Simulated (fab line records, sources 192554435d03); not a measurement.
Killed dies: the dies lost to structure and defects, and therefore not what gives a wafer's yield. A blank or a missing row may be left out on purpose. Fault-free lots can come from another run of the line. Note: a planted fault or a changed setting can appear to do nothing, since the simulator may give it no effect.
Matching of chambers | flow n5-finfet | 3 sister chambers for N5_BEOL_M7_ILD_DEP_00 on pecvd-04
The step deposits SiCOH lowk from DEMS/porogen, target thk 179.75 nm, time 33.4 s. 18 wafers are shown with their chamber, then 9 later ones without.

## WAFERS PAIRED WITH THEIR CHAMBERS
wafer  | chamber | throttle-valve-pct (%) | showerhead-plenum-p-Torr (Torr) | heater-power-w (W)
L543.2 | 1       | 14.2                   | 5.742                           | 282
L543.3 | 1       | 14.1                   | 5.734                           | 294
L543.5 | 2       | 12.7                   | 5.727                           | 357
L544.1 | 1       | 14.0                   | 5.727                           | 310
L544.5 | 2       | 12.9                   | 5.711                           | 313
L544.6 | 1       | 14.2                   | 5.739                           | 321
L548.2 | 2       | 13.1                   | 5.725                           | 352
L548.5 | 2       | 12.8                   | 5.715                           | 352
L548.6 | 1       | 13.9                   | 5.735                           | 322
L549.2 | 0       | 17.4                   | 5.720                           | 340
L549.3 | 2       | 12.8                   | 5.717                           | 353
L549.6 | 0       | 17.2                   | 5.741                           | 338
L551.1 | 2       | 12.7                   | 5.701                           | 314
L551.2 | 0       | 17.0                   | 5.737                           | 288
L551.5 | 1       | 14.1                   | 5.746                           | 311
L554.2 | 0       | 17.4                   | 5.731                           | 336
L554.3 | 1       | 13.9                   | 5.735                           | 285
L554.5 | 2       | 12.8                   | 5.711                           | 296

SIGNATURES (means of the wafers above)
reading                  | chamber 0 | chamber 1 | chamber 2 | scatter within a chamber
throttle-valve-pct       | 17.250    | 14.057    | 12.829    | 0.146
showerhead-plenum-p-Torr | 5.73225   | 5.73686   | 5.71529   | 0.00797
heater-power-w           | 325.50    | 303.57    | 333.86    | 22.1
Rule: distance of a wafer from a chamber = root of the sum over the readings of ((wafer's reading minus chamber's mean) / reading's scatter) squared. If the next closest chamber is less than 2 further off than the closest, the wafer can't be placed; otherwise it belongs to the closest. How the scatter is found: for the shown wafers, subtract from each reading the mean of its chamber, square and add these, divide the total by (wafers less chambers), then take the root.

## WAFERS WITH NO CHAMBER GIVEN
wafer  | throttle-valve-pct (%) | showerhead-plenum-p-Torr (Torr) | heater-power-w (W)
L555.1 | 13.1                   | 5.711                           | 363
L555.5 | 17.3                   | 5.741                           | 338
L555.6 | 14.0                   | 5.731                           | 328
L562.1 | 14.0                   | 5.736                           | 308
L562.4 | 13.9                   | 5.748                           | 309
L562.5 | 17.3                   | 5.738                           | 316
L565.2 | 13.2                   | 5.734                           | 357
L565.3 | 14.3                   | 5.746                           | 337
L565.6 | 17.3                   | 5.734                           | 281

## WHICH CHAMBER EACH WENT THROUGH
wafer  | from the rows above | in truth
L555.1 | 2                   | 2
L555.5 | 0                   | 0
L555.6 | 1                   | 1
L562.1 | 1                   | 1
L562.4 | 1                   | 1
L562.5 | 0                   | 0
L565.2 | 2                   | 2
L565.3 | 1                   | 1
L565.6 | 0                   | 0
Correctly placed: 9 of 9. Not placeable from these rows: 0. Number placed wrongly: 0.
